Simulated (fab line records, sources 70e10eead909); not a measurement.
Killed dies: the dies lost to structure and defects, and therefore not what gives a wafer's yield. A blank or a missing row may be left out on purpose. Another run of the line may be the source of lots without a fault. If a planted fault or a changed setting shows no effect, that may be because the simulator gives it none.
Chamber matching | flow nandHarc | 3 sister chambers for NHARC_P_M1_PRE_CLEAN_32 on pecvd-01
The step time 12 s. 18 wafers are shown with their chamber, then 9 later ones without.

WAFERS WITH THEIR CHAMBER
wafer  | chamber | heaterPowerW (W)
L078.1 | 0       | 655
L078.2 | 1       | 602
L078.3 | 2       | 565
L079.1 | 0       | 652
L079.3 | 1       | 712
L079.4 | 2       | 681
L082.1 | 0       | 706
L082.2 | 1       | 700
L082.5 | 1       | 713
L083.2 | 1       | 649
L083.4 | 1       | 659
L083.5 | 2       | 669
L084.2 | 2       | 678
L084.4 | 1       | 724
L084.6 | 2       | 663
L088.3 | 1       | 656
L088.4 | 2       | 637
L088.6 | 0       | 635

SIGNATURES (averages over the wafers above)
reading      | chamber 0 | chamber 1 | chamber 2 | scatter within a chamber
heaterPowerW | 662.00    | 676.88    | 648.83    | 40.7
Rule: for each reading, subtract the chamber's mean from the wafer's reading, divide by that reading's scatter and square the result; add these up over the readings and take the root, which gives the wafer's distance from the chamber. If the next closest chamber is less than 2 further off than the closest, the wafer can't be placed; otherwise it belongs to the closest. The scatter: take each reading less its chamber's mean, square it, sum over the shown wafers, divide by the number of wafers less the number of chambers, and take the root.

WAFERS WITHOUT THEIR CHAMBER
wafer  | heaterPowerW (W)
L089.1 | 745
L089.2 | 680
L089.6 | 667
L095.2 | 701
L095.5 | 710
L095.6 | 703
L097.1 | 605
L097.2 | 678
L097.5 | 678

THE CHAMBER EACH PASSED THROUGH
wafer  | from the rows above          | in truth
L089.1 | can't be placed: 1 or 0 or 2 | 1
L089.2 | can't be placed: 1 or 0 or 2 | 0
L089.6 | can't be placed: 0 or 1 or 2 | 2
L095.2 | can't be placed: 1 or 0 or 2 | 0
L095.5 | can't be placed: 1 or 0 or 2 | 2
L095.6 | can't be placed: 1 or 0 or 2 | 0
L097.1 | can't be placed: 2 or 0 or 1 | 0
L097.2 | can't be placed: 1 or 0 or 2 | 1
L097.5 | can't be placed: 1 or 0 or 2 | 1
Correctly placed: 0 of 9. Unplaceable from these rows: 9, with the true chamber sitting among the candidates in 9. Placed wrongly: 0.
